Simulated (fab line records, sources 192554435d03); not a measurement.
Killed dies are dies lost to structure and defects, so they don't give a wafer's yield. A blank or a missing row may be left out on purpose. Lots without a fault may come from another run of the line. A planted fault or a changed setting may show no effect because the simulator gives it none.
fab line records | flow n5_finfet | part 2 of 2: steps 5 to 6 of 6
record lots=23 wafers=69 last_day=18
route steps=1938 shown BEOL_M12@1615 BEOL_M13@1670
lots that met no fault: from a run of the same line without faults
start_h: hours from the record's first day to the start of the lot's first wafer shown | wait_h: hours since the lot's step before | " the same as in the row above | L1.1+2: a row that stands for several wafers | - no value, or no start given | * or withheld: withheld | < > ~ a bound
route shown NAME@n: a module of which the file shows steps, and the number in the route of the first | usual: mean/standard deviation of fault-free wafers | same: alike in all rows | chamber/n: place in a boat | sites: the reading at each site | _std_site: their standard deviation | _edge_site: outer sites' mean less inner sites' | radius_mm: how far each site lies from the wafer's centre | mask NAME#n: copy n | behind: the tool/chamber that last shaped the wafer | hold: why the lot was held/for how many hours/how that ended | device: the transistor (n, p or np) that didn't switch | end of line: the same wafers' tests at the end of the route | a step without rows: its recipe alone | killed: dies lost to structure and defects at the first sort, not the wafer's yield | map: a wafer's dies, x killed, . not, _ none there
set.NAME: the setting as run; set.NAME@STEP: as run at that earlier step | model.NAME: the simulator's own value behind a step, which no gauge read
steps of the route over a sample of lots; a table a step, a row a wafer
services: from which hour (start_h, from the record's first day; less than 0 if before it) a tool's chamber was out of use, for how many hours, and why
## steps
# step N5_BEOL_M13_ETCH_68
# recipe chemistry=N2/H2 target=SOC mask_material=SiARC source_w=3000 bias_w=350 temp_c=40 time_s=355 ion_energy_ev=200 pressure_mtorr=30 n2_flow_sccm=200 h2_flow_sccm=200
# usual drypump_motor_current_A=6.0/0.46 oes_product_au=0.78/0.092 rf_vpp_V=523/3.1 showerhead_plenum_p_Torr=2.52/0.11 throttle_valve_pct=17.84/0.25
# columns lot.wafer tool chamber start_h wait_h drypump_motor_current_A oes_product_au rf_hours_counter_h rf_vpp_V showerhead_plenum_p_Torr throttle_valve_pct
L074.3 rie_diel-03 2 227.65 0.1 6.3 0.68 217 526 2.62 17.91
L074.5 " 3 " " 5.9 0.77 - 522 2.47 17.59
L074.6 " 2 " " 6.3 0.68 - 526 2.62 17.90
L076.1 rie_diel-01 1 234.41 0.1 5.5 0.93 14 527 2.57 17.62
L076.4 " 2 " " 5.4 0.71 203 527 2.63 17.96
L076.6 " 3 " " 5.4 0.76 - 525 2.58 18.43
L075.2 rie_diel-03 3 241.94 0.1 5.8 0.76 132 522 2.46 17.57
L075.5 " 3 " " 5.8 0.76 - 523 2.46 17.58
L075.6 " 2 " " 6.2 0.68 - 525 2.62 17.91
L077.2 rie_diel-03 1 251.03 0.1 6.8 0.67 220 520 2.40 18.04
L077.3 " 3 " " 5.8 0.75 135 523 2.46 17.59
L077.4 " 0 " " 5.7 0.74 178 526 2.64 18.16
L078.3 rie_diel-01 3 266.18 0.1 5.4 0.75 161 524 2.57 18.45
L078.4 " 0 " " 5.5 0.68 249 522 2.51 18.11
L078.6 " 0 " " 5.5 0.68 - 523 2.51 18.12
L079.1 rie_diel-06 0 266.22 0.1 6.5 0.72 210 521 2.42 17.55
L079.4 " 3 " " 5.9 0.75 150 519 2.34 17.59
L079.6 " 1 " " 6.5 0.86 - 527 2.70 17.80
L081.2 rie_diel-06 1 270.91 0.1 6.5 0.86 60 528 2.70 17.81
L081.4 " 0 " " 6.5 0.74 212 521 2.42 17.56
L081.6 " 0 " " 6.5 0.73 - 521 2.42 17.56
L080.1 rie_diel-06 3 283.49 0.1 5.9 0.74 157 518 2.34 17.60
L080.2 " 2 " " 5.7 0.94 16 523 2.47 17.79
L080.3 " 1 " " 6.5 0.85 64 528 2.70 17.81
L082.2 rie_diel-03 0 283.77 0.1 5.8 0.72 187 526 2.63 18.16
L082.3 " 2 " " 6.3 0.66 233 526 2.61 17.93
L082.6 " 1 " " 6.8 0.66 - 518 2.40 18.04
L083.1 rie_diel-03 2 291.28 0.1 6.3 0.67 235 525 2.61 17.93
L083.3 " 0 " " 5.8 0.74 189 526 2.63 18.18
L083.6 " 3 " " 5.8 0.75 - 522 2.46 17.61
L084.1 rie_diel-06 2 297.96 0.1 5.6 0.93 20 522 2.47 17.82
L084.2 " 1 " " 6.5 0.85 67 527 2.70 17.82
L084.5 " 2 " " 5.6 0.94 - 522 2.47 17.80
L086.2 rie_diel-06 3 304.54 0.1 5.9 0.74 163 518 2.34 17.62
L086.4 " 1 " " 6.5 0.84 70 527 2.70 17.81
L086.6 " 1 " " 6.5 0.84 - 528 2.70 17.80
L088.1 rie_diel-01 2 313.47 0.1 5.4 0.70 230 525 2.62 18.02
L088.2 " 0 " " 5.5 0.99 2 523 2.51 17.69
L088.3 " 3 " " 5.4 0.74 179 523 2.57 18.48
L087.1 rie_diel-01 1 315.53 0.1 5.5 0.88 40 525 2.56 17.65
L087.2 " 2 " " 5.5 0.69 230 526 2.62 18.00
L087.3 " 0 " " 5.5 0.96 3 523 2.51 17.70
L085.4 rie_diel-06 3 317.62 0.1 5.9 0.74 168 519 2.33 17.63
L085.5 " 0 " " 6.5 0.72 - 520 2.42 17.59
L085.6 " 1 " " 6.5 0.83 - 528 2.69 17.81
L089.1 rie_diel-06 1 326.96 0.1 6.5 0.82 77 527 2.69 17.83
L089.3 " 3 " " 5.9 0.73 170 518 2.33 17.62
L089.4 " 2 " " 5.6 0.92 28 522 2.46 17.84
L091.3 rie_diel-06 1 341.79 0.1 6.5 0.82 81 527 2.69 17.84
L091.4 " 2 " " 5.6 0.91 32 523 2.46 17.83
L091.6 " 3 " " 5.9 0.73 - 518 2.33 17.65
L090.2 rie_diel-03 1 351.96 0.1 6.9 0.65 249 519 2.39 18.09
L090.3 " 3 " " 5.8 0.72 163 520 2.45 17.65
L090.5 " 0 " " 5.8 0.71 - 526 2.62 18.21
L092.2 rie_diel-06 3 358.35 0.1 5.9 0.73 180 517 2.33 17.65
L092.4 " 0 " " 6.5 0.72 240 520 2.41 17.62
L092.6 " 2 " " 5.6 0.89 - 522 2.46 17.83
L094.1 rie_diel-01 0 372.61 0.1 5.5 0.92 19 523 2.51 17.70
L094.2 " 2 " " 5.4 0.68 245 526 2.62 18.03
L094.3 " 3 " " 5.4 0.71 195 524 2.56 18.51
L095.3 rie_diel-03 0 377.73 0.1 5.8 0.70 217 526 2.62 18.23
L095.5 " 3 " " 5.8 0.72 - 520 2.45 17.67
L095.6 " 2 " " 6.2 0.98 - 526 2.60 17.60
L096.2 rie_diel-01 3 378.00 0.1 5.4 0.71 197 524 2.56 18.51
L096.3 " 1 " " 5.5 0.84 58 526 2.56 17.68
L096.5 " 1 " " 5.5 0.85 - 525 2.56 17.70
L097.2 rie_diel-06 0 383.68 0.1 6.5 0.71 248 519 2.41 17.64
L097.4 " 3 " " 5.9 0.72 - 515 2.33 17.67
L097.5 " 1 " " 6.5 0.82 - 525 2.68 17.86
# step N5_BEOL_M13_PRE_CLEAN_42
# recipe gas=H2/He time_s=30 temp_c=250
# usual heater_power_w=333/33
# columns lot.wafer tool chamber start_h wait_h heater_power_w
L074.3 pvd_sputter-02 - 232.26 0.0 331
L074.5 " - " " 343
L074.6 " - " " 382
L076.1 pvd_sputter-01 - 235.57 0.0 242
L076.4 " - " " 323
L076.6 " - " " 329
L075.2 pvd_sputter-03 - 247.75 0.0 349
L075.5 " - " " 346
L075.6 " - " " 348
L077.2 pvd_sputter-03 - 259.42 0.0 304
L077.3 " - " " 358
L077.4 " - " " 346
L078.3 pvd_sputter-02 - 267.18 0.0 369
L078.4 " - " " 375
L078.6 " - " " 341
L079.1 pvd_sputter-03 - 267.33 0.0 345
L079.4 " - " " 338
L079.6 " - " " 310
L081.2 pvd_sputter-02 - 272.22 0.0 341
L081.4 " - " " 376
L081.6 " - " " 378
L080.1 pvd_sputter-02 - 286.18 0.0 378
L080.2 " - " " 373
L080.3 " - " " 346
L082.2 pvd_sputter-02 - 286.62 0.0 330
L082.3 " - " " 337
L082.6 " - " " 333
L083.1 pvd_sputter-02 - 293.42 0.0 335
L083.3 " - " " 334
L083.6 " - " " 367
L084.1 pvd_sputter-01 - 300.42 0.0 309
L084.2 " - " " 309
L084.5 " - " " 240
L086.2 pvd_sputter-02 - 305.70 0.0 346
L086.4 " - " " 374
L086.6 " - " " 329
L088.1 pvd_sputter-01 - 314.65 0.0 327
L088.2 " - " " 316
L088.3 " - " " 313
L087.1 pvd_sputter-03 - 317.54 0.0 351
L087.2 " - " " 307
L087.3 " - " " 346
L085.4 pvd_sputter-03 - 323.35 0.0 347
L085.5 " - " " 353
L085.6 " - " " 306
L089.1 pvd_sputter-03 - 331.42 0.0 310
L089.3 " - " " 347
L089.4 " - " " 355
L091.3 pvd_sputter-03 - 343.31 0.0 305
L091.4 " - " " 355
L091.6 " - " " 350
L090.2 pvd_sputter-02 - 357.23 0.0 379
L090.3 " - " " 367
L090.5 " - " " 326
L092.2 pvd_sputter-01 - 363.37 0.0 314
L092.4 " - " " 314
L092.6 " - " " 237
L094.1 pvd_sputter-03 - 374.33 0.0 341
L094.2 " - " " 349
L094.3 " - " " 347
L095.3 pvd_sputter-01 - 378.85 0.0 306
L095.5 " - " " 315
L095.6 " - " " 321
L096.2 pvd_sputter-01 - 383.15 0.0 308
L096.3 " - " " 324
L096.5 " - " " 236
L097.2 pvd_sputter-02 - 387.90 0.0 334
L097.4 " - " " 382
L097.5 " - " " 339
## services
# columns tool chamber start_h hours kind
rie_diel-06 - 199.41 3.9 repair
rie_diel-05 3 201.47 13.7 repair
rie_diel-02 2 205.13 - clean
rie_diel-02 2 205.13 - consumable_replace:focus_ring
rie_diel-02 2 205.13 22.7 scheduled_down
rie_diel-02 2 205.13 22.7 vent_cycle
rie_diel-01 3 207.40 19.4 repair
rie_diel-05 2 219.41 2.6 repair
rie_diel-02 3 230.91 5.1 repair
rie_diel-02 0 277.44 - clean
rie_diel-02 0 277.44 - consumable_replace:focus_ring
rie_diel-02 0 277.44 - consumable_replace:showerhead
rie_diel-05 - 291.28 14.6 pm
rie_diel-01 1 293.98 4.3 repair
rie_diel-02 3 294.33 - clean
rie_diel-02 3 294.33 - consumable_replace:focus_ring
rie_diel-02 3 294.33 19.3 scheduled_down
rie_diel-02 3 294.33 19.3 vent_cycle
rie_diel-03 - 297.78 2.8 pm
rie_diel-04 3 317.19 18.4 repair
rie_diel-02 2 328.01 2.4 repair
rie_diel-01 - 333.66 2.8 pm
rie_diel-04 3 352.07 12.2 repair
rie_diel-06 2 371.77 13.6 repair
